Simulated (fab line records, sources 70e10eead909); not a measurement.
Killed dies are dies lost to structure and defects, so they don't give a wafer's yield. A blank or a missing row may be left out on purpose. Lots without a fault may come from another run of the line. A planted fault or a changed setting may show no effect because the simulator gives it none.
One fault seen from 2 desks | flow nand_harc | each desk has only its own numbers; what lay behind them comes last

THE METROLOGY DESK
What the gauges read, lot by lot, whatever tool the lot ran on: means of the sampled wafers that have a number. A lot is out of limits, marked OUT, if its mean lies more than 4 standard deviations from the usual mean; the brackets give that distance.
Columns: A = thk_nm at NHARC_A_BONDPAD_THK_MEAS_20, usual 169.7 nm; B = thk_nm at NHARC_THIN_TSV_THK_MEAS_02, usual 2964 nm
lot  | first seen here | A     | B
L771 | day 23 10:50    | 169.3 | 2887
L773 | day 24 04:38    | 169.6 | 2977
L774 | day 24 11:01    | 168.4 | 3078
L776 | day 25 02:17    | 169.3 | 3029
L777 | day 25 17:15    | 170.9 | 3008
L779 | day 26 10:29    | 172.7 | 2476
L778 | day 26 11:03    | 168.7 | 2871
L788 | day 30 10:46    | 168.9 | 3040
L789 | day 30 22:31    | 172.0 | 2943
L791 | day 31 01:16    | 171.1 | 3051
L790 | day 31 08:04    | 170.2 | 3025
L792 | day 32 06:00    | 171.3 | 2608
L794 | day 33 07:16    | 169.3 | 3127
This desk's finding: nothing out of limits on any of the 13 lots.

THE TOOL OWNER'S DESK: rie_diel-03
The tool's own readings at NHARC_P_M1_ETCH_35 (etches the open film in N2/H2, target depth 40 nm, overetch 12 nm, time 43.94 s): means of the sampled wafers that have a number, for each lot that ran on this tool. A lot is out of limits, marked OUT, if its mean lies more than 4 standard deviations from the usual mean; the brackets give that distance.
Columns: A = drypump_motor_current_A at NHARC_P_M1_ETCH_35, usual 5.6 A; B = oes_product_au at NHARC_P_M1_ETCH_35, usual 1.001 a.u.; C = rf_vpp_V at NHARC_P_M1_ETCH_35, usual 431.3 V; D = showerhead_plenum_p_Torr at NHARC_P_M1_ETCH_35, usual 2.07 Torr; E = throttle_valve_pct at NHARC_P_M1_ETCH_35, usual 14.171 %
lot  | first seen here | A   | B     | C     | D    | E
L773 | day 7 03:45     | 5.4 | 1.007 | 432.5 | 2.10 | 14.161
L774 | day 7 22:02     | 5.4 | 1.010 | 430.9 | 2.10 | 14.171
L776 | day 8 09:58     | 5.5 | 1.000 | 432.0 | 2.08 | 14.169
L778 | day 8 23:40     | 5.4 | 0.995 | 431.7 | 2.08 | 14.174
L779 | day 9 13:22     | 5.6 | 1.007 | 431.7 | 2.08 | 14.168
L790 | day 14 09:20    | 5.1 | 0.989 | 430.8 | 2.03 | 14.168
L794 | day 15 15:20    | 5.5 | 1.001 | 432.8 | 2.14 | 14.172
This desk's finding: nothing out of limits on any of the 7 lots.

PUT TOGETHER
The metrology desk saw nothing out of limits.
The tool owner's desk saw nothing out of limits.

WHAT THE SIMULATOR HAD PUT IN
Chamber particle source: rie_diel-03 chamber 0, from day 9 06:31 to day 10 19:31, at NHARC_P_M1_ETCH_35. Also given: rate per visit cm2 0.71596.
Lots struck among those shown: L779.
